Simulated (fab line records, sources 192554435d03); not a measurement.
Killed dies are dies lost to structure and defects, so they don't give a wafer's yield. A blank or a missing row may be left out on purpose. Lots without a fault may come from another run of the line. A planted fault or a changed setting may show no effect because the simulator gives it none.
Chamber matching | flow n5_finfet | N5_BEOL_M4_ALD_84 on ald_metal-02: 4 sister chambers
The step deposits TaN, pulse time 2 s, purge time 3 s, co reactant purge time 2 s. 7 wafers are shown with their chamber, then 7 later ones without.

WAFERS WITH THEIR CHAMBER
wafer  | chamber | heater_power_w (W) | mfc_carrier_sccm (sccm)
L074.5 | 1       | 382                | 1496
L075.5 | 2       | 317                | 1505
L086.4 | 3       | 470                | 1495
L086.5 | 1       | 384                | 1500
L086.6 | 0       | 432                | 1497
L089.1 | 3       | 477                | 1494
L089.2 | 0       | 443                | 1512

WAFERS WITHOUT THEIR CHAMBER
wafer  | heater_power_w (W) | mfc_carrier_sccm (sccm)
L089.4 | 320                | 1501
L088.1 | 475                | 1501
L088.4 | 308                | 1503
L088.6 | 327                | 1503
L095.2 | 476                | 1500
L095.4 | 322                | 1500
L095.6 | 487                | 1509

WHICH CHAMBER EACH WENT THROUGH
wafer  | from the rows above | in truth
L089.4 | 2                   | 2
L088.1 | 3                   | 3
L088.4 | 2                   | 2
L088.6 | 2                   | 2
L095.2 | 3                   | 3
L095.4 | 2                   | 2
L095.6 | 3                   | 3
Placed correctly: 7 of 7. Can't be placed from these rows: 0. Placed wrongly: 0.
How it was worked out, from the rows above alone: a wafer's distance from a chamber is the root of the sum, over the readings, of the square of ((its reading less the chamber's mean) divided by the reading's scatter). The wafer belongs to the nearest chamber; if the next one is less than 2 further off, it can't be placed. A chamber's mean is the mean of its shown wafers. The scatter: the root of (the sum of the squares of (reading less its chamber's mean) over the shown wafers, divided by (wafers less chambers)).
